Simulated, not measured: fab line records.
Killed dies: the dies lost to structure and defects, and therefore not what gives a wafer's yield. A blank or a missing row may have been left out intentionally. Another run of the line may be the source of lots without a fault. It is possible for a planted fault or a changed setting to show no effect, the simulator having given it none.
Chamber matching | flow n5Finfet | N5_FIN_SAQP_ETCH_65 on rieSi-02 has 4 sister chambers
The step etches SiO2 in CF4, target depth 4 nm, time 4.4 s. 4 wafers are shown with their chamber, then 12 later ones without.

WAFERS WITH THEIR CHAMBER
wafer  | chamber | drypumpMotorCurrentA (A)
L085.6 | 2       | 5.8
L086.3 | 1       | 6.0
L086.5 | 3       | 5.4
L086.6 | 0       | 6.2

WAFERS WHOSE CHAMBER IS MISSING
wafer  | drypumpMotorCurrentA (A)
L090.2 | 6.0
L090.3 | 5.8
L090.6 | 6.2
L094.1 | 6.0
L094.3 | 5.8
L094.4 | 6.3
L095.1 | 5.9
L095.3 | 6.3
L095.6 | 5.4
L097.2 | 5.4
L097.3 | 6.0
L097.6 | 5.8

WHICH CHAMBER EACH ONE RAN IN
wafer  | from the rows above     | in truth
L090.2 | 1                       | 1
L090.3 | 2                       | 2
L090.6 | 0                       | 0
L094.1 | 1                       | 1
L094.3 | 2                       | 2
L094.4 | 0                       | 0
L095.1 | can't be placed: 1 or 2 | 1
L095.3 | 0                       | 0
L095.6 | 3                       | 3
L097.2 | 3                       | 3
L097.3 | 1                       | 1
L097.6 | 2                       | 2
Correct placement for 11 of the 12. From these rows, 1 cannot be placed; in 1 the true chamber is one of the candidates. Wrongly placed: 0.
How it was worked out, from the rows above alone: a wafer's distance from a chamber is the root of the sum, over the readings, of the square of ((its reading less the chamber's mean) divided by the reading's scatter). The wafer belongs to the nearest chamber; if the next one is less than 2 further off, it can't be placed. A chamber's mean is the mean of its shown wafers. The scatter: with one shown wafer a chamber, the root of the mean of the squares of how far each hidden wafer lies from its nearest shown one.
